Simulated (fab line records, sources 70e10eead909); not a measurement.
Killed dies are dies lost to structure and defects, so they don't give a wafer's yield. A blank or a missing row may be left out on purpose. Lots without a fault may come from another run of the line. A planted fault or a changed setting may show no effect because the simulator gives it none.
A struck lot beside a sound one | flow nand_harc | 13 steps out of a route of 1302
Sound: wafers L347.2, L347.5, L347.6. Struck: wafer L361.1. The cause comes at the end.
At each step with rows: each side's tool, then ch and its chambers, then its first start. Under that, the readings that differ: sound wafers | struck wafers | difference of the means | sigmas: that difference in standard deviations of wafers without a fault.
alike: readings whose means differ by less than 2 such deviations, and words and numbers that are the same on both sides. not compared: withheld readings, readings that some wafer has no value for, bounds like >300 that may hide the same value, and numbers for which the record gives no deviation and whose values overlap.
The two part at a step that has a row with sigmas, a row that says differs or no value, or rows on one side only. Numbers that don't overlap but have no deviation are shown without sigmas and don't part them. A reading that every wafer of one side lacks parts them only if that side has two wafers or more.

first, 1 step without rows for these wafers: NHARC_A_ONON_D1_DEP_03 (target thk 1000 nm).
NHARC_A_ONON_D1_THK_MEAS_05: measures by ellipsometry.
  sound on film_metro-02, day 8 17:38; struck on film_metro-02, day 15 03:24
  reading     | sound          | struck | difference | sigmas
  thk_nm (nm) | 1008 1009 1009 | 991    | -18        | -2
then, 1 step without rows for these wafers: NHARC_A_ONON_D1_DEP_06 (target thk 1000 nm).
NHARC_A_ONON_D1_THK_MEAS_08: measures by ellipsometry.
  sound on film_metro-01, day 8 18:13; struck on film_metro-02, day 15 03:58
  reading     | sound       | struck | difference | sigmas
  thk_nm (nm) | 997 994 998 | 1021   | +25        | +2
then, 1 step without rows for these wafers: NHARC_A_ONON_D1_DEP_09 (target thk 1000 nm).
NHARC_A_ONON_D1_THK_MEAS_11: measures by ellipsometry.
  sound on film_metro-01, day 8 18:47; struck on film_metro-01, day 15 04:32
  reading     | sound          | struck | difference | sigmas
  thk_nm (nm) | 1028 1028 1028 | 1001   | -27        | -3
then, 1 step without rows for these wafers: NHARC_A_ONON_D1_DEP_12 (target thk 1000 nm).
NHARC_A_ONON_D1_THK_MEAS_14: measures by ellipsometry.
  sound on film_metro-01, day 8 19:20; struck on film_metro-02, day 15 05:06
  alike: thk_nm
then, 2 steps without rows for these wafers: NHARC_A_ONON_D1_ANNEAL_15 (time 3600 s); NHARC_A_ONON_D1_DEP_16 (target thk 1000 nm).
NHARC_A_ONON_D1_THK_MEAS_18: measures by ellipsometry.
  sound on film_metro-02, day 9 03:23; struck on film_metro-01, day 15 14:17
  reading     | sound          | struck | difference | sigmas
  thk_nm (nm) | 1018 1019 1017 | 995    | -23        | -2
NHARC_A_ONON_D1_DEP_19: target thk 1000 nm.
  sound on pecvd_onon-03 ch 0, day 9 03:30; struck on pecvd_onon-03 ch 0, day 15 14:21
  alike: n2o_flow_sccm, nh3_flow_sccm, sih4_flow_sccm
NHARC_A_ONON_D1_THK_MEAS_21: measures by ellipsometry.
  sound on film_metro-02, day 9 03:57; struck on film_metro-02, day 15 15:02
  reading     | sound          | struck | difference | sigmas
  thk_nm (nm) | 1003 1004 1005 | 1583   | +579       | +80
  not compared: hold

WHERE THEY PART
First at NHARC_A_ONON_D1_THK_MEAS_05; last, within this record, at NHARC_A_ONON_D1_THK_MEAS_21.

WHY: what the simulator had put in
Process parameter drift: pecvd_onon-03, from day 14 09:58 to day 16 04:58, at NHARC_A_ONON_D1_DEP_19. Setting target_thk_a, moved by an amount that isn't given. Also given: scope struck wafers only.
